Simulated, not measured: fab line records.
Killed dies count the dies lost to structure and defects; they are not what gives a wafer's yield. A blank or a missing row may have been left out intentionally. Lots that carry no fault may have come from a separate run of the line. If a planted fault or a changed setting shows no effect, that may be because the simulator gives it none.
Which tool did it?	flow n5Finfet	72 wafers from 24 lots sampled at 6 of the route's 1938 steps

== WHAT EACH GAUGE READ, for each wafer ==
N5_BEOL_M2_RS_MEAS_58: uses a four-point probe to measure.
lot	measured	on	M2_RS (ohm/sq)
L075	day 7 02:08	filmMetro-02	0.70 0.71 0.68
L074	day 7 03:56	filmMetro-01	0.65 0.65 0.63
L076	day 7 08:34	filmMetro-01	0.68 0.59 0.68
L077	day 7 16:14	filmMetro-01	0.67 0.67 0.66
L078	day 8 18:08	filmMetro-01	0.62 0.63 0.67
L080	day 8 19:13	filmMetro-02	0.66 0.68 0.70
L079	day 8 20:14	filmMetro-02	0.65 0.68 0.64
L082	day 8 22:59	filmMetro-02	0.64 0.64 0.67
L081	day 8 23:42	filmMetro-02	0.63 0.62 0.67
L083	day 9 06:38	filmMetro-01	0.64 0.66 0.65
L084	day 9 06:46	filmMetro-01	0.60 0.68 0.62
L085	day 9 09:44	filmMetro-02	0.65 0.68 0.67
L086	day 10 01:11	filmMetro-01	0.63 0.62 0.59
L087	day 10 06:31	filmMetro-02	0.67 0.62 0.69
L088	day 10 09:50	filmMetro-01	0.67 0.68 0.60
L089	day 11 02:43	filmMetro-01	0.65 0.68 0.66
L090	day 11 06:45	filmMetro-02	0.71 0.68 0.70
L091	day 11 09:58	filmMetro-01	0.72 0.67 0.68
L092	day 11 12:50	filmMetro-02	0.68 0.61 0.69
L093	day 11 20:43	filmMetro-02	0.64 0.63 0.63
L094	day 12 00:26	filmMetro-02	0.74 0.74 0.66
L095	day 12 07:46	filmMetro-01	0.65 0.63 0.64
L096	day 12 13:18	filmMetro-02	0.70 0.69 0.71
L097	day 12 20:04	filmMetro-02	0.66 0.66 0.64

N5_BEOL_M3_INSPECT_13: inspects for defects (brightfield).
lot	measured	on	rawDefectCount
L075	day 7 02:53	defectInspect-02	502 516 524
L074	day 7 05:12	defectInspect-01	771 479 704
L076	day 7 11:46	defectInspect-01	566 360 365
L077	day 7 18:55	defectInspect-02	371 417 446
L078	day 8 19:43	defectInspect-01	419 490 331
L080	day 8 20:13	defectInspect-01	655 465 570
L079	day 8 22:23	defectInspect-01	409 581 507
L082	day 9 02:17	defectInspect-02	310 346 409
L081	day 9 02:26	defectInspect-01	471 462 461
L083	day 9 09:01	defectInspect-01	365 471 365
L084	day 9 09:15	defectInspect-01	363 285 315
L085	day 9 11:12	defectInspect-01	341 310 328
L086	day 10 01:55	defectInspect-02	345 297 487
L087	day 10 11:52	defectInspect-01	372 392 570
L088	day 10 12:47	defectInspect-01	796 649 599
L089	day 11 03:53	defectInspect-01	358 433 437
L090	day 11 09:36	defectInspect-01	339 475 524
L091	day 11 11:47	defectInspect-02	420 371 479
L092	day 11 13:33	defectInspect-01	369 393 359
L093	day 12 00:41	defectInspect-01	406 309 473
L094	day 12 01:37	defectInspect-02	306 630 415
L095	day 12 09:11	defectInspect-02	419 353 408
L096	day 12 14:38	defectInspect-02	377 303 399
L097	day 12 21:15	defectInspect-01	496 361 336

== TOOL THAT RAN EACH LOT (tool first, then ch and the chambers of the sampled wafers, then the start) ==
lot	N5_BEOL_M2_STRIP_97	N5_BEOL_M2_SPUTTER_86	N5_BEOL_M2_ANNEAL_95	N5_BEOL_M2_ANNEAL_51
L075	rieDiel-01 ch 0,2,3, day 6 23:46 or earlier	pvdSputter-02, day 6 23:46	pvdSputter-02, day 7 00:43	rtpAnneal-01 ch 0, day 7 01:06
L074	rieDiel-04 ch 0,1,2, day 7 01:13 or earlier	pvdSputter-03, day 7 01:13	pvdSputter-03, day 7 02:11	rtpAnneal-02 ch 0, day 7 02:59
L076	rieDiel-02 ch 0,1, day 7 06:13 or earlier	pvdSputter-03, day 7 06:13	pvdSputter-03, day 7 07:11	rtpAnneal-02 ch 0, day 7 07:31
L077	rieDiel-01 ch 0,3, day 7 13:59 or earlier	pvdSputter-02, day 7 13:59	pvdSputter-02, day 7 14:56	rtpAnneal-02 ch 0, day 7 15:22
L078	rieDiel-01 ch 0,1,2, day 8 15:58 or earlier	pvdSputter-02, day 8 15:58	pvdSputter-02, day 8 16:56	rtpAnneal-01 ch 0, day 8 17:16
L080	rieDiel-01 ch 2,3, day 8 17:02 or earlier	pvdSputter-03, day 8 17:02	pvdSputter-03, day 8 18:00	rtpAnneal-02 ch 0, day 8 18:23
L079	rieDiel-04 ch 0,1,3, day 8 18:03 or earlier	pvdSputter-02, day 8 18:03	pvdSputter-02, day 8 19:01	rtpAnneal-02 ch 0, day 8 19:23
L082	rieDiel-01 ch 0,1, day 8 20:34 or earlier	pvdSputter-02, day 8 20:34	pvdSputter-02, day 8 21:31	rtpAnneal-02 ch 0, day 8 22:02
L081	rieDiel-04 ch 0,1,3, day 8 21:01 or earlier	pvdSputter-01, day 8 21:01	pvdSputter-01, day 8 21:59	rtpAnneal-01 ch 0, day 8 22:51
L083	rieDiel-01 ch 1,2, day 9 04:29 or earlier	pvdSputter-01, day 9 04:29	pvdSputter-01, day 9 05:27	rtpAnneal-01 ch 0, day 9 05:47
L084	rieDiel-04 ch 1,2,3, day 9 04:37 or earlier	pvdSputter-03, day 9 04:37	pvdSputter-03, day 9 05:35	rtpAnneal-02 ch 0, day 9 05:55
L085	rieDiel-01 ch 0,2, day 9 07:35 or earlier	pvdSputter-02, day 9 07:35	pvdSputter-02, day 9 08:33	rtpAnneal-01 ch 0, day 9 08:53
L086	rieDiel-02 ch 1,2,3, day 9 23:02 or earlier	pvdSputter-03, day 9 23:02	pvdSputter-03, day 10 00:00	rtpAnneal-01 ch 0, day 10 00:26
L087	rieDiel-02 ch 1,2,3, day 10 04:22 or earlier	pvdSputter-02, day 10 04:22	pvdSputter-02, day 10 05:19	rtpAnneal-02 ch 0, day 10 05:42
L088	rieDiel-01 ch 0,1, day 10 07:41 or earlier	pvdSputter-02, day 10 07:41	pvdSputter-02, day 10 08:38	rtpAnneal-01 ch 0, day 10 09:04
L089	rieDiel-04 ch 1,2,3, day 11 00:34 or earlier	pvdSputter-03, day 11 00:34	pvdSputter-03, day 11 01:32	rtpAnneal-01 ch 0, day 11 01:52
L090	rieDiel-04 ch 0,2,3, day 11 04:34 or earlier	pvdSputter-03, day 11 04:34	pvdSputter-03, day 11 05:32	rtpAnneal-02 ch 0, day 11 05:56
L091	rieDiel-02 ch 0,1,3, day 11 07:43 or earlier	pvdSputter-01, day 11 07:43	pvdSputter-01, day 11 08:40	rtpAnneal-01 ch 0, day 11 09:07
L092	rieDiel-01 ch 1,2,3, day 11 10:37 or earlier	pvdSputter-02, day 11 10:37	pvdSputter-02, day 11 11:34	rtpAnneal-01 ch 0, day 11 11:58
L093	rieDiel-02 ch 1,2, day 11 17:28 or earlier	pvdSputter-03, day 11 17:28	pvdSputter-03, day 11 18:26	rtpAnneal-01 ch 0, day 11 18:46
L094	rieDiel-04 ch 0,1,2, day 11 22:13 or earlier	pvdSputter-02, day 11 22:13	pvdSputter-02, day 11 23:10	rtpAnneal-02 ch 0, day 11 23:31
L095	rieDiel-02 ch 1,3, day 12 05:29 or earlier	pvdSputter-01, day 12 05:29	pvdSputter-01, day 12 06:26	rtpAnneal-02 ch 0, day 12 06:57
L096	rieDiel-04 ch 0,3, day 12 11:09 or earlier	pvdSputter-02, day 12 11:09	pvdSputter-02, day 12 12:07	rtpAnneal-02 ch 0, day 12 12:27
L097	rieDiel-01 ch 2,3, day 12 17:54 or earlier	pvdSputter-02, day 12 17:54	pvdSputter-02, day 12 18:52	rtpAnneal-01 ch 0, day 12 19:17
- N5_BEOL_M2_STRIP_97: strips in N2/H2, time 10 s.
- N5_BEOL_M2_SPUTTER_86: material Cu, target thk 4.5 nm, time 8.29 s.
- N5_BEOL_M2_ANNEAL_95: time 240 s.
- N5_BEOL_M2_ANNEAL_51: time 90 s.

== AS READ BY THE TOOLS THEMSELVES (means over the sampled wafers that have a number; for cases with no such wafer, the mark the record gives instead) ==
N5_BEOL_M2_STRIP_97.
lot	tool	drypumpMotorCurrentA (A)	h2FlowSccm (sccm)	oesProductAu (a.u.)	rfVppV (V)	showerheadPlenumPTorr (Torr)	throttleValvePct (%)
L075	rieDiel-01	5.5	200.4	0.85	59.2	2.54	23.3
L074	rieDiel-04	6.3	200.1	0.78	59.0	2.47	23.7
L076	rieDiel-02	5.9	200.2	0.73	59.5	2.59	24.0
L077	rieDiel-01	5.9	199.5	0.85	58.9	2.58	23.3
L078	rieDiel-01	5.3	200.6	0.82	60.0	2.53	23.3
L080	rieDiel-01	5.5	200.2	0.80	59.5	2.50	23.5
L079	rieDiel-04	6.0	199.4	0.73	59.1	2.45	24.0
L082	rieDiel-01	5.4	200.2	0.83	59.0	2.56	23.2
L081	rieDiel-04	6.0	200.1	0.72	58.1	2.45	23.9
L083	rieDiel-01	5.2	200.2	0.79	60.1	2.50	23.4
L084	rieDiel-04	5.8	199.9	0.78	59.2	2.47	23.8
L085	rieDiel-01	5.2	200.2	0.84	59.2	2.52	23.2
L086	rieDiel-02	5.8	199.6	0.73	59.3	2.56	23.9
L087	rieDiel-02	5.8	199.6	0.73	59.1	2.56	23.9
L088	rieDiel-01	5.4	199.3	0.82	59.6	2.56	23.2
L089	rieDiel-04	5.8	199.9	0.76	59.7	2.47	23.8
L090	rieDiel-04	6.1	200.3	0.76	58.6	2.42	23.7
L091	rieDiel-02	5.7	200.0	0.79	59.7	2.55	24.0
L092	rieDiel-01	5.6	200.7	0.78	58.6	2.53	23.4
L093	rieDiel-02	6.3	200.1	0.72	59.0	2.55	23.9
L094	rieDiel-04	6.3	200.3	0.74	59.4	2.45	23.8
L095	rieDiel-02	5.5	199.9	0.70	57.9	2.52	24.2
L096	rieDiel-04	6.3	199.7	0.70	58.3	2.39	23.9
L097	rieDiel-01	5.5	199.9	0.77	58.8	2.49	23.5

N5_BEOL_M2_SPUTTER_86.
lot	tool	throttleValvePct (%)
L075	pvdSputter-02	29.7
L074	pvdSputter-03	29.7
L076	pvdSputter-03	28.0
L077	pvdSputter-02	30.0
L078	pvdSputter-02	30.4
L080	pvdSputter-03	30.0
L079	pvdSputter-02	30.1
L082	pvdSputter-02	28.7
L081	pvdSputter-01	28.9
L083	pvdSputter-01	29.1
L084	pvdSputter-03	28.7
L085	pvdSputter-02	30.1
L086	pvdSputter-03	28.1
L087	pvdSputter-02	29.7
L088	pvdSputter-02	29.7
L089	pvdSputter-03	29.1
L090	pvdSputter-03	29.7
L091	pvdSputter-01	29.2
L092	pvdSputter-02	30.4
L093	pvdSputter-03	29.9
L094	pvdSputter-02	30.0
L095	pvdSputter-01	27.9
L096	pvdSputter-02	29.6
L097	pvdSputter-02	30.0

N5_BEOL_M2_ANNEAL_95.
lot	tool	heaterPowerW (W)
L075	pvdSputter-02	843
L074	pvdSputter-03	884
L076	pvdSputter-03	752
L077	pvdSputter-02	859
L078	pvdSputter-02	908
L080	pvdSputter-03	852
L079	pvdSputter-02	889
L082	pvdSputter-02	897
L081	pvdSputter-01	835
L083	pvdSputter-01	822
L084	pvdSputter-03	816
L085	pvdSputter-02	844
L086	pvdSputter-03	755
L087	pvdSputter-02	829
L088	pvdSputter-02	903
L089	pvdSputter-03	799
L090	pvdSputter-03	863
L091	pvdSputter-01	799
L092	pvdSputter-02	914
L093	pvdSputter-03	877
L094	pvdSputter-02	894
L095	pvdSputter-01	832
L096	pvdSputter-02	833
L097	pvdSputter-02	953

N5_BEOL_M2_ANNEAL_51.
lot	tool	wafer_temp_C_max
L075	rtpAnneal-01	226.8
L074	rtpAnneal-02	226.5
L076	rtpAnneal-02	226.5
L077	rtpAnneal-02	226.6
L078	rtpAnneal-01	226.3
L080	rtpAnneal-02	226.5
L079	rtpAnneal-02	227.0
L082	rtpAnneal-02	226.6
L081	rtpAnneal-01	226.6
L083	rtpAnneal-01	226.7
L084	rtpAnneal-02	226.2
L085	rtpAnneal-01	226.5
L086	rtpAnneal-01	226.5
L087	rtpAnneal-02	226.4
L088	rtpAnneal-01	226.5
L089	rtpAnneal-01	226.3
L090	rtpAnneal-02	226.8
L091	rtpAnneal-01	226.7
L092	rtpAnneal-01	226.4
L093	rtpAnneal-01	226.5
L094	rtpAnneal-02	226.2
L095	rtpAnneal-02	226.4
L096	rtpAnneal-02	226.3
L097	rtpAnneal-01	226.4

== THE ANSWER, worked out from the rows above alone ==
Rule: the usual values come from the lots themselves. The widest of any qualifying gaps counts: lots, ordered by their means at a reading, are off when they make up no more than a third of the lots, leave a main group of 4 or more, and stand apart from it by 3 or more times the standard deviation of that group's means. The tables above print the reading to a certain number of digits; a main group whose means all agree to those digits is not used. A lot without any number at a reading at which 4 lots or more have one is off too. All remaining lots with rows at the step are treated as sound. Order of review: gauges by route order, followed by the tools' own readings, for which a lot's mean as printed above is used. At the first step where some lot is off, the reading lying furthest off is the one used; lots without a number count as furthest.
Nothing can be told from this: no lot is off at any reading shown.

== WHAT THE SIMULATOR HAD PUT IN ==
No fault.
